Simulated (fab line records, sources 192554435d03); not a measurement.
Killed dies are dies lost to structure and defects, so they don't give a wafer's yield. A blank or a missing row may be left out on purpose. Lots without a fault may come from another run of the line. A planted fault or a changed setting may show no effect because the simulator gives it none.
Split-lot experiment | flow n5_finfet | 7 lots, 21 wafers read, on a route of 1938 steps

THE SPLIT
At N5_BEOL_M9_TRENCH_ETCH_37 (etches SiCOH lowk in C4F6/O2, target depth 151.43 nm, time 49 s), the setting time_s was moved away from the recipe's 49 s on 3 of the 21 wafers read, by +8.2% to +18.1%. The other wafers ran this setting at the recipe's value.

FROM THE SPLIT TO THE READING: what the file shows between them, 11 steps
- N5_BEOL_M9_ETCH_41: etches SiCN in CH3F/O2, target depth 36.6 nm, time 70.1 s
- N5_BEOL_M9_STRIP_80: strips in N2/H2, time 10 s
- N5_BEOL_M9_OCD_MEAS_38
- N5_BEOL_M9_HM_STRIP_39: strips TiN in peroxide tin strip, target depth 25 nm, time 158 s
- N5_BEOL_M9_SRD_40: time 30 s
- N5_BEOL_M9_ECD_50: material Cu, target thk 318 nm
- N5_BEOL_M9_ANNEAL_51: time 90 s
- N5_BEOL_M9_CMP_52: polishes, stops on SiCOH lowk, t overpolish 7 s, target thk 140 nm
- N5_BEOL_M9_THK_MEAS_53: measures by xrf
- N5_BEOL_M9_PRE_CLEAN_55: time 15 s
- N5_BEOL_M9_DEP_56: deposits SiCN from 3MS/NH3, target thk 15 nm, time 26.5 s

THE READING
M9_RS, in ohm/sq, at N5_BEOL_M9_RS_MEAS_57 (measures by four-point-probe). Fault-free wafers of this fab line usually give 0.151 ohm/sq, standard deviation 0.0033 ohm/sq.

wafer  | tool, chamber at the split | time_s as run, s | against the recipe | M9_RS, ohm/sq | against lot-mates on the recipe
L075.1 | rie_diel-03, 1             | 49               | recipe             | 0.150         | -
L075.3 | rie_diel-03, 3             | 49               | recipe             | 0.151         | -
L075.4 | rie_diel-03, 0             | 49               | recipe             | 0.156         | -
L079.1 | rie_diel-01, 0             | 49               | recipe             | 0.149         | -
L079.3 | rie_diel-01, 1             | 49               | recipe             | 0.152         | -
L079.5 | rie_diel-01, 1             | 53.02            | +8.2%              | 0.139         | -0.011
L081.2 | rie_diel-02, 2             | 49               | recipe             | 0.156         | -
L081.4 | rie_diel-02, 0             | 49               | recipe             | 0.152         | -
L081.6 | rie_diel-02, 2             | 49               | recipe             | 0.155         | -
L083.1 | rie_diel-01, 0             | 49               | recipe             | 0.144         | -
L083.4 | rie_diel-01, 1             | 49               | recipe             | 0.147         | -
L083.5 | rie_diel-01, 0             | 49               | recipe             | 0.143         | -
L085.1 | rie_diel-03, 3             | 49               | recipe             | 0.151         | -
L085.2 | rie_diel-03, 2             | 49               | recipe             | 0.153         | -
L085.6 | rie_diel-03, 2             | 49               | recipe             | 0.149         | -
L087.1 | rie_diel-01, 0             | 49               | recipe             | 0.145         | -
L087.2 | rie_diel-01, 2             | 56.51            | +15.3%             | 0.129         | -0.017
L087.3 | rie_diel-01, 1             | 49               | recipe             | 0.148         | -
L097.1 | rie_diel-01, 3             | 49               | recipe             | 0.152         | -
L097.3 | rie_diel-01, 1             | 57.86            | +18.1%             | 0.122         | -0.028
L097.5 | rie_diel-01, 0             | 49               | recipe             | 0.148         | -

THE FIT
A straight line over all 21 wafers: M9_RS changes by -0.00147 ohm/sq for each +1% of time_s; r = -0.91; the points scatter about the line by 0.0037 ohm/sq.
The same after taking each lot's own level away (the mean of its wafers on the recipe; 21 wafers): -0.00138 ohm/sq for each +1%; r = -0.96; scatter 0.0021 ohm/sq.
On that fit, the largest move of time_s shifts the reading by 0.025 ohm/sq.
The lots' own levels span 0.1447 to 0.1543 ohm/sq, that is 2.9 times the standard deviation above.
So the lot-to-lot level changes the slope little: the two slopes agree.
Check: with one of the wafers moved furthest among these (+18.1%) left out of the fit, the line predicts -0.0217 ohm/sq for it against its lot-mates. It came out at -0.028 ohm/sq against them.

THE WHOLE CHAIN: every reading that the file lists as answering this split, in the file's order
step                      | what it does                                                       | reading                                                                      | change (the file's fit)              | r (the file's)
N5_BEOL_M9_TRENCH_ETCH_37 | etches SiCOH lowk in C4F6/O2, target depth 151.43 nm, time 49 s    | etch.depth_nm (the simulator's own value, which no gauge read)               | +1.46 nm for each +1% of the setting | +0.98
N5_BEOL_M9_TRENCH_ETCH_37 | etches SiCOH lowk in C4F6/O2, target depth 151.43 nm, time 49 s    | BEOL_M9.feature_depth_nm (the simulator's own value, which no gauge read)    | +1.46 nm for each +1% of the setting | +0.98
N5_BEOL_M9_OCD_MEAS_38    |                                                                    | trench_depth_nm                                                              | +1.44 nm for each +1% of the setting | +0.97
N5_BEOL_M9_CMP_52         | polishes, stops on SiCOH lowk, t overpolish 7 s, target thk 140 nm | Cu_of_BEOL_M9_ECD_50.thk_nm (the simulator's own value, which no gauge read) | +1.44 nm for each +1% of the setting | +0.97
N5_BEOL_M9_THK_MEAS_53    | measures by xrf                                                    | M9_THK                                                                       | +1.38 for each +1% of the setting    | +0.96
N5_BEOL_M9_RS_MEAS_57     | measures by four-point-probe                                       | M9_RS                                                                        | -0.00141 for each +1% of the setting | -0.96

THE FILE'S OWN FIT
M9_RS changes by -0.00141 ohm/sq for each +1% of time_s, r = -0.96.
